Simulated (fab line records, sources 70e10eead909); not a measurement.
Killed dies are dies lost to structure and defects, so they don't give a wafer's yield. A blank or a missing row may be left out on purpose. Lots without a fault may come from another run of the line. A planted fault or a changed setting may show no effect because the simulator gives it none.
A struck lot beside a sound one | flow nand_harc | 18 steps out of a route of 1302
Sound: wafers L469.2, L469.3, L469.5. Struck: wafers L484.1, L484.3, L484.4. The cause comes at the end.
At each step with rows: each side's tool, then ch and its chambers, then its first start. Under that, the readings that differ: sound wafers | struck wafers | difference of the means | sigmas: that difference in standard deviations of wafers without a fault.
alike: readings whose means differ by less than 2 such deviations, and words and numbers that are the same on both sides. not compared: withheld readings, readings that some wafer has no value for, bounds like >300 that may hide the same value, and numbers for which the record gives no deviation and whose values overlap.
The two part at a step that has a row with sigmas, a row that says differs or no value, or rows on one side only. Numbers that don't overlap but have no deviation are shown without sigmas and don't part them. A reading that every wafer of one side lacks parts them only if that side has two wafers or more.

NHARC_P_GATE_CD_MEAS_46: target cd 720 nm.
  sound on cd_sem-02 ch 0, day 6 18:13; struck on cd_sem-02 ch 0, day 12 19:03
  alike: cd_nm
then, 1 step without rows for these wafers: NHARC_P_GATE_HARDBAKE_47 (time 80 s).
NHARC_P_GATE_DESCUM_48: chemistry O2, time 3 s.
  sound on rie_diel-02 ch 1,2,3, day 6 18:23; struck on rie_diel-06 ch 0,1,3, day 12 19:13
  alike: drypump_motor_current_A, o2_flow_sccm, oes_product_au, rf_vpp_V, showerhead_plenum_p_Torr, throttle_valve_pct
  not compared: rf_hours_counter_h
then, 1 step without rows for these wafers: NHARC_P_GATE_IMPLANT_49.
NHARC_P_GATE_STRIP_111: strips in N2/H2, time 250 s.
  sound on plasma_asher-01 ch 0,1, day 6 18:47; struck on plasma_asher-02 ch 0,1, day 12 19:38
  alike: drypump_motor_current_A, heater_power_w
  not compared: rf_hours_counter_h
NHARC_P_GATE_STRIP_75: strips in O2.
  sound on plasma_asher-01 ch 0,1, day 6 19:03; struck on plasma_asher-02 ch 0,1, day 12 19:53
  alike: drypump_motor_current_A, heater_power_w
  not compared: rf_hours_counter_h
then, 6 steps without rows for these wafers: NHARC_P_GATE_STRIP_50 (strips in SPM, time 900 s); NHARC_P_GATE_DEHYDRATE_51 (time 120 s); NHARC_P_GATE_HMDS_52 (time 30 s); NHARC_P_GATE_COAT_53; NHARC_P_GATE_SOFTBAKE_54 (time 95 s); NHARC_P_GATE_EBR_55.
NHARC_P_GATE_EXPOSE_56: exposes mask P PSD, target cd 720 nm.
  sound on krf_scanner-01 ch 0, day 6 19:41; struck on krf_scanner-01 ch 0, day 12 20:40
  alike: mask
then, 2 steps without rows for these wafers: NHARC_P_GATE_PEB_57 (peb time 85 s); NHARC_P_GATE_DEVELOP_58 (time 70 s).
NHARC_P_GATE_CD_MEAS_59: target cd 720 nm.
  sound on cd_sem-01 ch 0, day 6 19:50; struck on cd_sem-01 ch 0, day 12 20:50
  reading    | sound             | struck            | difference | sigmas
  cd_nm (nm) | 720.7 720.5 719.8 | 827.9 746.1 788.1 | +67.0      | +35
then, 1 step without rows for these wafers: NHARC_P_GATE_HARDBAKE_60 (time 80 s).
-- the record jumps here: 18 days lie between the struck wafers' starts before and after (it left off in module P_GATE and takes up again in module END, whose first step shown is number 1302 of the route) --
NHARC_END_SORT_01:
  sound on prober-01 ch 0, day 25 22:22; struck on prober-01 ch 0, day 31 08:31
  reading             | sound | struck   | difference | sigmas
  killed_at_periphery | 2 2 3 | 115 4 10 | +41        | +19
  alike: killed_at_array, killed_at_other, killed_dies, killed_open, killed_short

WHERE THEY PART
First at NHARC_P_GATE_CD_MEAS_59; last, within this record, at NHARC_END_SORT_01.

WHY: what the simulator had put in
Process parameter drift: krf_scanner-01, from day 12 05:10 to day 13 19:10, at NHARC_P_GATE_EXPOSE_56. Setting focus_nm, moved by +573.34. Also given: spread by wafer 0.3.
